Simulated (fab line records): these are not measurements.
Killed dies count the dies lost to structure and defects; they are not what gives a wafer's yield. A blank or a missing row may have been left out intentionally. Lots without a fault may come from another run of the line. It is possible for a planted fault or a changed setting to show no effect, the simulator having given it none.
fab line records	flow nand-harc	part 1 of 2: steps 1 to 4 of 6
record: lots: 24	wafers: 72	last-day: 33
route steps=1302 shown P_GATE@172 P_CONTACT@218 P_M0@264
lots that met no fault: from a run of the same line without faults
start-h: hours from the record's first day to the start of the lot's first wafer shown	wait-h: hours elapsed since this lot's preceding step	" the same as in the row above	L1.1+2: several wafers, shown together as one row	- value missing, or start not given	* or withheld: withheld	< > ~ a bound
route shown NAME@n: names a module that has steps shown in the file, with the first one's number in the route	usual: mean/standard deviation of fault-free wafers	same: alike in all rows	chamber/n: place in a boat	sites: each site's reading	_std_site: the standard deviation of these	_edge_site: the outer-site mean with the inner-site mean subtracted	radius-mm: how far each site lies from the wafer's centre	mask NAME#n: copy n	behind: tool/chamber where the wafer was last shaped	hold: what put the lot on hold/how long, in hours/how the hold closed	device: which transistor (n, p or np) failed to switch	end of line: tests run on the same wafers once the route is complete	a step with no rows: only its recipe	killed: count of dies lost to structure and defects at first sort (not the wafer's yield)	map: a wafer's dies, x killed, . not, _ none there
set.NAME: the run value of the setting; set.NAME@STEP: its run value at that earlier step	model.NAME: the simulator's own value behind a step, which no gauge read
the route's steps for a sample of lots (tables are steps, rows are wafers)
services: the hour from which a tool's chamber was out of use, counted from the record's first day as start-h (under 0 if before that day), plus the number of hours and why
== steps ==
step: NHARC_P_GATE_DESCUM_48
recipe: time-s: 3	o2-flow-sccm: 200	ar-flow-sccm: 0	bias-power-w: 0	chemistry: O2
usual: drypump-motor-current-A: 5.6/0.34	oes-product-au: 0.999/0.008	rf-vpp-V: 57.8/0.89	showerhead-plenum-p-Torr: 1.90/0.078	throttle-valve-pct: 11.311/0.009
lot.wafer	tool	chamber	start-h	wait-h	drypump-motor-current-A	oes-product-au	rf-hours-counter-h	rf-vpp-V	showerhead-plenum-p-Torr	throttle-valve-pct
L074.2	rie-diel-09	3	113.35	-	6.3	0.978	8	57.8	1.82	11.305
L074.1	"	0	"	"	5.6	0.993	8	57.2	1.79	11.319
L074.6	"	3	"	"	6.3	0.982	-	56.6	1.82	11.307
L075.1	rie-diel-04	0	118.01	-	5.8	1.005	6	58.9	1.90	11.292
L075.3	"	1	"	"	5.8	1.000	5	58.8	1.99	11.311
L075.6	"	0	"	"	5.8	0.998	-	58.0	1.90	11.313
L076.4	rie-diel-09	1	127.25	-	5.8	0.994	7	57.5	1.84	11.311
L076.2	"	2	"	"	5.9	1.010	9	56.3	1.80	11.313
L076.3	"	3	"	"	6.4	0.998	9	57.5	1.82	11.322
L077.1	rie-diel-07	1	137.98	-	5.3	0.996	0	57.4	1.82	11.307
L077.5	"	3	"	"	5.1	0.997	-	59.0	1.99	11.300
L077.6	"	0	"	"	5.6	1.001	-	58.2	1.97	11.316
L078.4	rie-diel-09	3	156.57	-	6.4	0.988	0	56.6	1.82	11.322
L078.5	"	2	"	"	5.9	1.005	-	57.8	1.80	11.313
L078.6	"	3	"	"	6.3	0.994	-	56.7	1.82	11.323
L079.2	rie-diel-09	3	159.23	-	6.3	1.005	0	57.9	1.82	11.334
L079.5	"	1	"	"	5.8	0.995	-	57.4	1.84	11.307
L079.6	"	2	"	"	5.9	1.019	-	56.7	1.80	11.308
L080.4	rie-diel-07	3	170.85	-	5.1	0.992	2	56.9	1.99	11.310
L080.1	"	0	"	"	5.6	0.988	3	56.6	1.97	11.319
L080.6	"	1	"	"	5.4	0.992	-	56.2	1.82	11.301
L081.3	rie-diel-09	3	178.21	-	6.3	0.993	2	58.2	1.82	11.303
L081.1	"	2	"	"	5.9	1.005	1	56.9	1.80	11.308
L081.6	"	3	"	"	6.4	0.991	-	58.4	1.82	11.324
L082.1	rie-diel-07	2	193.69	-	5.1	0.983	4	58.9	2.00	11.320
L082.2	"	3	"	"	5.1	0.998	4	59.0	1.99	11.300
L082.4	"	1	"	"	5.4	0.998	4	57.3	1.82	11.320
L083.1	rie-diel-04	1	194.10	-	5.8	0.993	0	58.1	1.99	11.319
L083.6	"	1	"	"	5.8	1.003	-	57.7	1.99	11.295
L083.5	"	2	"	"	5.5	1.004	-	57.8	1.93	11.311
L084.3	rie-diel-04	3	214.48	-	5.5	1.003	1	57.9	1.97	11.312
L084.2	"	1	"	"	5.9	0.988	2	58.2	1.99	11.315
L084.5	"	3	"	"	5.5	1.004	-	59.0	1.97	11.295
L085.2	rie-diel-04	3	226.26	-	5.5	1.002	3	57.3	1.97	11.305
L085.4	"	1	"	"	5.8	0.994	4	57.9	1.99	11.305
L085.5	"	3	"	"	5.5	0.995	-	58.5	1.97	11.314
L086.3	rie-diel-07	3	228.45	-	5.1	0.996	7	57.9	1.99	11.306
L086.2	"	0	"	"	5.6	0.998	8	57.7	1.97	11.326
L086.1	"	1	"	"	5.4	0.990	7	57.3	1.82	11.310
L087.4	rie-diel-04	1	238.71	-	5.8	1.000	4	57.1	1.99	11.315
L087.5	"	1	"	"	5.8	1.004	-	58.7	1.99	11.313
L087.6	"	2	"	"	5.4	1.012	-	56.9	1.93	11.321
L089.3	rie-diel-07	3	254.31	-	5.1	0.999	7	58.6	1.99	11.307
L089.6	"	0	"	"	5.6	1.000	-	59.7	1.97	11.310
L089.5	"	1	"	"	5.4	0.994	-	57.7	1.82	11.327
L088.3	rie-diel-04	3	254.43	-	5.5	0.999	3	59.5	1.97	11.309
L088.4	"	1	"	"	5.8	1.004	4	58.8	1.99	11.321
L088.1	"	2	"	"	5.4	1.009	3	58.3	1.93	11.305
L090.1	rie-diel-09	3	278.01	-	6.4	0.989	6	57.0	1.82	11.304
L090.3	"	1	"	"	5.8	1.003	6	57.5	1.83	11.293
L090.5	"	3	"	"	6.4	1.004	-	56.8	1.82	11.316
L091.2	rie-diel-04	0	279.84	-	5.8	1.006	7	57.6	1.90	11.306
L091.1	"	3	"	"	5.5	0.994	6	58.1	1.97	11.311
L091.5	"	0	"	"	5.7	1.000	-	58.4	1.90	11.307
L092.4	rie-diel-09	3	297.91	-	6.3	1.006	8	58.9	1.82	11.308
L092.1	"	0	"	"	5.6	1.006	9	57.5	1.79	11.325
L092.2	"	2	"	"	5.9	1.010	6	56.2	1.80	11.314
L093.1	rie-diel-07	0	306.09	-	5.6	0.996	0	57.6	1.97	11.308
L093.6	"	2	"	"	5.1	1.001	-	56.7	1.99	11.310
L093.5	"	3	"	"	5.1	1.001	-	57.4	1.98	11.315
L095.2	rie-diel-04	2	316.65	-	5.4	1.010	7	59.7	1.92	11.322
L095.1	"	3	"	"	5.5	0.993	8	59.7	1.97	11.300
L095.5	"	0	"	"	5.8	1.002	-	58.5	1.90	11.305
L094.1	rie-diel-09	3	317.41	-	6.4	0.997	10	58.3	1.82	11.323
L094.4	"	0	"	"	5.6	1.002	9	57.6	1.79	11.299
L094.6	"	3	"	"	6.4	0.991	-	58.0	1.82	11.305
L096.1	rie-diel-04	2	327.27	-	5.4	1.001	7	58.1	1.92	11.312
L096.3	"	3	"	"	5.5	0.995	8	57.5	1.97	11.307
L096.6	"	1	"	"	5.8	0.987	-	58.5	1.98	11.327
L097.1	rie-diel-04	3	341.42	-	5.4	1.005	9	58.6	1.97	11.307
L097.4	"	0	"	"	5.8	1.009	10	57.3	1.90	11.327
L097.2	"	2	"	"	5.4	0.998	8	57.6	1.92	11.308
step: NHARC_P_CONTACT_DEP_00
recipe: target-thk-a: 5000	temp-c: 400	pressure-torr: 6.5	rf-w: 900	teos-flow-sccm: 161.4	flow-sccm: 2650	target-thk-nm: 500	gas: O2	material: SiO2
usual: heater-power-outer-w: 300/56	heater-power-w: 511/67	mfc-precursor-sccm: 161.3/0.5	throttle-valve-pct: 16.2/0.45
lot.wafer	tool	chamber	start-h	wait-h	heater-power-outer-w	heater-power-w	mfc-precursor-sccm	throttle-valve-pct
L074.1	pecvd-01	0	-	-	324	496	161.3	16.0
L074.2	"	1	"	"	362	625	161.9	16.2
L074.6	"	0	"	"	334	491	160.8	16.2
L075.3	pecvd-03	2	-	-	290	507	161.7	15.8
L075.1	"	1	"	"	323	564	161.1	17.1
L075.6	"	0	"	"	354	544	161.4	16.3
L076.3	pecvd-04	0	-	-	420	696	162.4	15.8
L076.2	"	1	"	"	287	527	161.1	16.1
L076.4	"	2	"	"	239	463	161.1	16.7
L077.1	pecvd-03	2	-	-	289	513	161.0	16.0
L077.5	"	0	"	"	389	569	160.6	16.5
L077.6	"	1	"	"	286	509	161.2	16.7
L078.6	pecvd-03	2	-	-	287	506	161.4	16.1
L078.5	"	0	"	"	364	545	161.0	16.6
L078.4	"	1	"	"	268	487	159.9	16.7
L079.2	pecvd-01	2	-	-	264	438	162.0	15.9
L079.5	"	1	"	"	364	595	161.7	15.7
L079.6	"	2	"	"	284	469	161.5	15.7
L080.1	pecvd-03	2	-	-	271	487	161.7	15.9
L080.4	"	2	"	"	280	506	161.3	16.0
L080.6	"	1	"	"	305	547	160.6	16.8
L081.1	pecvd-01	1	-	-	336	564	161.6	15.4
L081.3	"	0	"	"	335	540	161.6	15.5
L081.6	"	1	"	"	349	573	162.3	15.6
L082.2	pecvd-04	1	-	-	299	534	161.1	16.2
L082.1	"	0	"	"	425	690	161.7	15.8
L082.4	"	0	"	"	296	536	161.2	16.0
L083.1	pecvd-01	2	-	-	325	506	161.5	15.8
L083.5	"	0	"	"	290	471	160.6	15.7
L083.6	"	1	"	"	347	591	161.8	15.6
L084.3	pecvd-03	1	-	-	344	578	161.5	16.8
L084.2	"	2	"	"	316	543	160.9	15.8
L084.5	"	0	"	"	340	534	161.0	16.1
L085.2	pecvd-03	0	-	-	346	508	160.8	16.5
L085.4	"	2	"	"	305	539	161.7	15.9
L085.5	"	0	"	"	371	570	161.4	16.4
L086.1	pecvd-03	0	-	-	386	576	161.3	16.5
L086.2	"	1	"	"	306	557	160.4	17.0
L086.3	"	2	"	"	241	450	160.7	16.0
L087.4	pecvd-03	0	-	-	395	580	161.5	16.6
L087.5	"	1	"	"	330	547	161.2	16.8
L087.6	"	2	"	"	317	535	161.2	15.9
L089.3	pecvd-01	1	-	-	358	605	162.2	15.8
L089.6	"	0	"	"	307	503	161.5	15.6
L089.5	"	1	"	"	256	458	161.5	15.3
L088.1	pecvd-04	1	261.73	0.3	261	493	160.8	16.9
L088.4	"	2	"	"	273	503	161.4	16.9
L088.3	"	1	"	"	278	506	160.7	16.3
L090.1	pecvd-01	1	-	-	317	544	160.8	15.5
L090.3	"	2	"	"	246	412	161.8	16.0
L090.5	"	2	"	"	264	440	162.5	16.1
L091.2	pecvd-04	2	286.63	0.3	178	382	161.3	16.6
L091.1	"	1	"	"	307	555	161.7	16.0
L091.5	"	1	"	"	229	443	161.4	16.3
L092.1	pecvd-04	1	-	-	276	509	162.3	16.1
L092.2	"	2	"	"	226	437	161.2	16.4
L092.4	"	1	"	"	292	530	162.0	16.0
L093.1	pecvd-03	2	-	-	346	577	161.3	15.7
L093.5	"	0	"	"	423	621	161.1	16.7
L093.6	"	1	"	"	316	550	161.3	17.1
L095.2	pecvd-04	0	-	-	359	593	161.4	15.9
L095.1	"	1	"	"	260	499	160.1	16.1
L095.5	"	1	"	"	283	512	160.9	16.2
L094.1	pecvd-03	2	-	-	317	539	161.8	16.3
L094.6	"	2	"	"	328	544	162.0	16.1
L094.4	"	0	"	"	323	479	161.1	16.7
L096.1	pecvd-01	2	-	-	292	469	161.1	15.6
L096.3	"	0	"	"	324	527	161.2	15.4
L096.6	"	0	"	"	341	550	161.2	15.6
L097.1	pecvd-04	1	-	-	234	462	161.7	16.2
L097.2	"	2	"	"	252	472	161.8	16.7
L097.4	"	2	"	"	162	347	160.9	16.6
step: NHARC_P_CONTACT_ETCH_31
recipe: target-depth-a: 300	time-s: 85.7	ion-energy-ev: 120	over-etch-frac: 1	ch3f-flow-sccm: 50	o2-flow-sccm: 30	ar-flow-sccm: 200	rf-w: 500	bias-w: 100	chemistry: CH3F/O2
usual: ch3f-flow-sccm: 50.00/0.15	drypump-motor-current-A: 5.6/0.44	oes-product-au: 0.977/0.012	rf-vpp-V: 243.7/1.6	showerhead-plenum-p-Torr: 2.41/0.096	throttle-valve-pct: 20.663/0.0086
lot.wafer	tool	chamber	start-h	wait-h	ch3f-flow-sccm	drypump-motor-current-A	oes-product-au	rf-hours-counter-h	rf-vpp-V	showerhead-plenum-p-Torr	throttle-valve-pct
L074.2	rie-diel-11	2	-	-	50.01	5.4	0.967	2.2	240.9	2.30	20.660
L074.1	"	0	"	"	50.12	6.5	0.983	2.5	244.3	2.52	20.662
L074.6	"	2	"	"	49.88	5.4	0.964	-	242.4	2.30	20.654
L075.1	rie-diel-06	3	-	-	50.06	5.2	0.976	5.7	243.4	2.33	20.661
L075.3	"	0	"	"	49.85	5.6	0.971	5.4	242.8	2.31	20.668
L075.6	"	1	"	"	49.98	5.7	0.981	-	244.0	2.44	20.658
L076.2	rie-diel-08	0	-	-	49.87	6.2	0.986	2.6	243.8	2.47	20.672
L076.4	"	2	"	"	50.32	5.3	0.994	2.3	242.0	2.30	20.662
L076.3	"	3	"	"	49.89	5.7	0.994	2.7	243.1	2.39	20.671
L077.1	rie-diel-06	1	-	-	50.24	5.8	0.987	0.2	244.0	2.44	20.656
L077.6	"	0	"	"	49.84	5.6	0.995	-	242.7	2.31	20.658
L077.5	"	1	"	"	50.07	5.8	0.972	-	244.0	2.44	20.669
L078.4	rie-diel-06	3	-	-	50.30	5.2	0.962	0.9	241.8	2.33	20.676
L078.5	"	1	"	"	49.79	5.7	0.954	-	244.0	2.44	20.667
L078.6	"	2	"	"	50.02	6.0	0.955	-	247.3	2.63	20.669
L079.2	rie-diel-11	0	-	-	50.21	6.5	0.981	5.0	243.8	2.52	20.662
L079.5	"	0	"	"	49.88	6.5	0.967	-	246.0	2.52	20.665
L079.6	"	1	"	"	49.92	5.3	0.964	-	242.7	2.37	20.662
L080.1	rie-diel-06	3	-	-	50.17	5.3	0.974	1.5	243.5	2.33	20.665
L080.4	"	1	"	"	49.82	5.7	0.989	1.6	246.9	2.44	20.650
L080.6	"	0	"	"	50.30	5.6	0.988	-	241.5	2.31	20.648
L081.3	rie-diel-08	0	-	-	50.19	6.2	0.980	4.0	244.7	2.47	20.654
L081.1	"	1	"	"	50.29	5.8	0.975	3.7	245.1	2.47	20.648
L081.6	"	3	"	"	49.76	5.7	0.988	-	244.4	2.39	20.664
L082.4	rie-diel-06	3	-	-	50.03	5.2	0.961	2.0	244.1	2.33	20.650
L082.1	"	0	"	"	49.92	5.6	0.982	2.4	241.3	2.30	20.673
L082.2	"	2	"	"	50.03	6.0	0.960	1.7	245.7	2.63	20.665
L083.1	rie-diel-08	0	-	-	49.89	6.2	0.972	0.4	243.2	2.47	20.659
L083.6	"	2	"	"	50.01	5.3	0.989	-	243.1	2.30	20.666
L083.5	"	3	"	"	49.86	5.7	0.986	-	243.3	2.39	20.660
L084.3	rie-diel-06	2	-	-	49.94	6.0	0.962	2.3	247.7	2.63	20.664
L084.2	"	0	"	"	49.61	5.6	0.961	3.0	242.4	2.31	20.667
L084.5	"	2	"	"	49.79	6.0	0.961	-	246.5	2.63	20.667
L085.2	rie-diel-11	3	-	-	49.86	4.9	0.962	8.1	243.6	2.48	20.678
L085.4	"	2	"	"	50.05	5.5	0.965	9.0	242.2	2.30	20.660
L085.5	"	3	"	"	50.03	4.9	0.971	-	245.6	2.48	20.666
L086.3	rie-diel-08	2	-	-	49.87	5.3	0.975	1.2	241.5	2.30	20.665
L086.2	"	3	"	"	50.11	5.7	1.002	1.3	241.1	2.39	20.648
L086.1	"	1	"	"	50.13	5.7	0.980	1.1	245.1	2.47	20.653
L087.4	rie-diel-08	1	-	-	49.89	5.8	0.983	1.5	244.9	2.47	20.655
L087.6	"	2	"	"	49.92	5.3	0.981	-	241.3	2.30	20.665
L087.5	"	3	"	"	49.94	5.7	0.997	-	243.9	2.39	20.661
L089.3	rie-diel-08	0	-	-	50.17	6.2	0.982	2.1	245.2	2.47	20.663
L089.5	"	2	"	"	49.93	5.3	0.989	-	243.1	2.30	20.654
L089.6	"	3	"	"	50.10	5.7	0.999	-	242.9	2.39	20.660
L088.4	rie-diel-08	3	-	-	50.27	5.7	0.979	2.8	244.5	2.39	20.658
L088.1	"	1	"	"	49.97	5.8	0.993	2.5	244.4	2.47	20.674
L088.3	"	2	"	"	49.82	5.3	0.982	2.7	242.0	2.30	20.656
L090.3	rie-diel-08	0	-	-	50.10	6.2	0.976	3.5	245.3	2.47	20.676
L090.1	"	2	"	"	49.81	5.3	0.981	3.4	240.9	2.30	20.666
L090.5	"	0	"	"	50.05	6.2	0.983	-	243.9	2.47	20.653
L091.2	rie-diel-11	1	-	-	49.82	5.3	0.955	1.6	243.1	2.37	20.673
L091.1	"	3	"	"	50.05	4.8	0.957	1.3	244.6	2.48	20.657
L091.5	"	2	"	"	50.13	5.5	0.959	-	241.3	2.30	20.672
L092.4	rie-diel-08	0	-	-	49.98	6.2	0.970	4.2	244.4	2.47	20.659
L092.1	"	1	"	"	49.86	5.7	0.988	3.8	243.8	2.47	20.661
L092.2	"	2	"	"	49.88	5.3	0.993	3.9	241.9	2.30	20.660
L093.1	rie-diel-11	0	-	-	50.12	6.5	0.960	3.5	244.7	2.51	20.665
L093.6	"	1	"	"	49.96	5.3	0.961	-	242.4	2.37	20.663
L093.5	"	2	"	"	50.30	5.5	0.957	-	241.9	2.30	20.669
L095.2	rie-diel-11	0	-	-	49.95	6.5	0.982	4.7	245.0	2.51	20.673
L095.1	"	1	"	"	50.23	5.3	0.987	5.1	243.6	2.36	20.675
L095.5	"	2	"	"	50.06	5.4	0.990	-	241.5	2.30	20.647
L094.4	rie-diel-11	2	-	-	49.90	5.4	0.971	4.7	242.1	2.30	20.657
L094.1	"	0	"	"	50.24	6.6	0.984	4.9	244.2	2.51	20.668
L094.6	"	3	"	"	49.82	4.8	0.991	-	243.8	2.48	20.664
L096.3	rie-diel-11	1	-	-	49.90	5.3	0.994	5.7	245.0	2.36	20.649
L096.1	"	2	"	"	50.03	5.4	0.984	5.3	241.6	2.30	20.666
L096.6	"	1	"	"	49.82	5.3	0.986	-	242.8	2.36	20.665
L097.4	rie-diel-06	2	-	-	49.94	6.0	0.975	0.7	245.3	2.63	20.656
L097.2	"	3	"	"	50.01	5.2	0.982	0.7	242.9	2.32	20.682
L097.1	"	0	"	"	50.17	5.6	0.961	0.8	242.5	2.30	20.654
step: NHARC_P_M0_OVL_MEAS_10
recipe: pitch-nm: 180
usual: overlay-x-nm: -0.2/0.89	overlay-y-nm: 0.3/0.81
lot.wafer	tool	chamber	start-h	wait-h	overlay-x-nm	overlay-y-nm
L074.1	overlay-01	-	125.64	-	-1.1	-0.2
L074.2	"	-	"	"	-1.4	0.8
L074.6	"	-	"	"	-1.3	-0.2
L075.1	overlay-01	-	130.20	-	-1.6	0.5
L075.3	"	-	"	"	-0.8	-0.4
L075.6	"	-	"	"	-0.6	0.4
L076.2	overlay-02	-	139.50	-	-1.0	-0.7
L076.3	"	-	"	"	-0.7	-0.1
L076.4	"	-	"	"	-0.3	-0.3
L077.1	overlay-02	-	150.21	-	0.1	0.8
L077.5	"	-	"	"	-0.3	1.0
L077.6	"	-	"	"	-0.6	1.4
L078.4	overlay-01	-	168.26	-	1.3	-0.3
L078.5	"	-	"	"	0.4	-1.3
L078.6	"	-	"	"	1.4	-0.5
L079.2	overlay-01	-	171.38	-	-0.4	0.2
L079.5	"	-	"	"	-1.5	0.3
L079.6	"	-	"	"	-0.3	0.6
L080.1	overlay-02	-	183.56	-	0.1	0.4
L080.4	"	-	"	"	-0.2	0.3
L080.6	"	-	"	"	-0.3	0.6
L081.1	overlay-02	-	190.79	-	0.4	0.7
L081.3	"	-	"	"	0.3	0.6
L081.6	"	-	"	"	0.4	0.9
L082.1	overlay-02	-	205.99	-	1.0	-0.2
L082.2	"	-	"	"	0.7	0.1
L082.4	"	-	"	"	0.8	0.3
L083.1	overlay-01	-	206.40	-	0.7	0.4
L083.5	"	-	"	"	0.6	-0.2
L083.6	"	-	"	"	0.6	0.0
L084.2	overlay-01	-	226.47	-	-0.6	-0.3
L084.3	"	-	"	"	-0.8	-0.3
L084.5	"	-	"	"	-0.8	-0.5
L085.2	overlay-01	-	238.93	-	0.1	0.7
L085.4	"	-	"	"	1.2	1.0
L085.5	"	-	"	"	0.2	1.1
L086.1	overlay-01	-	241.33	-	0.2	-0.4
L086.2	"	-	"	"	0.6	-0.7
L086.3	"	-	"	"	1.0	-0.6
L087.4	overlay-02	-	251.00	-	-0.6	0.4
L087.5	"	-	"	"	-1.0	0.4
L087.6	"	-	"	"	-0.4	0.1
L089.3	overlay-01	-	266.30	-	1.4	0.9
L089.5	"	-	"	"	1.3	1.4
L089.6	"	-	"	"	1.7	1.3
L088.1	overlay-02	-	267.28	-	-0.2	-1.4
L088.3	"	-	"	"	-0.3	-0.5
L088.4	"	-	"	"	-0.2	-0.6
L090.1	overlay-02	-	290.26	-	-0.9	1.4
L090.3	"	-	"	"	0.5	1.2
L090.5	"	-	"	"	-0.4	1.0
L091.1	overlay-01	-	292.74	-	-0.8	0.3
L091.2	"	-	"	"	-0.8	-0.3
L091.5	"	-	"	"	-1.2	0.2
L092.1	overlay-01	-	309.90	-	-1.1	1.0
L092.2	"	-	"	"	-1.0	0.7
L092.4	"	-	"	"	-0.7	1.6
L093.1	overlay-02	-	318.63	-	0.8	-0.3
L093.5	"	-	"	"	0.0	0.1
L093.6	"	-	"	"	0.9	-0.2
L095.1	overlay-02	-	328.83	-	1.0	-0.3
L095.2	"	-	"	"	1.2	-0.6
L095.5	"	-	"	"	1.0	-1.0
L094.1	overlay-02	-	329.92	-	-0.6	2.4
L094.4	"	-	"	"	-1.2	1.8
L094.6	"	-	"	"	-0.8	2.7
L096.1	overlay-02	-	339.48	-	-0.1	-0.7
L096.3	"	-	"	"	-0.5	-0.3
L096.6	"	-	"	"	-0.7	-0.5
L097.1	overlay-02	-	353.44	-	-1.6	1.2
L097.2	"	-	"	"	-1.7	0.8
L097.4	"	-	"	"	-1.6	1.2
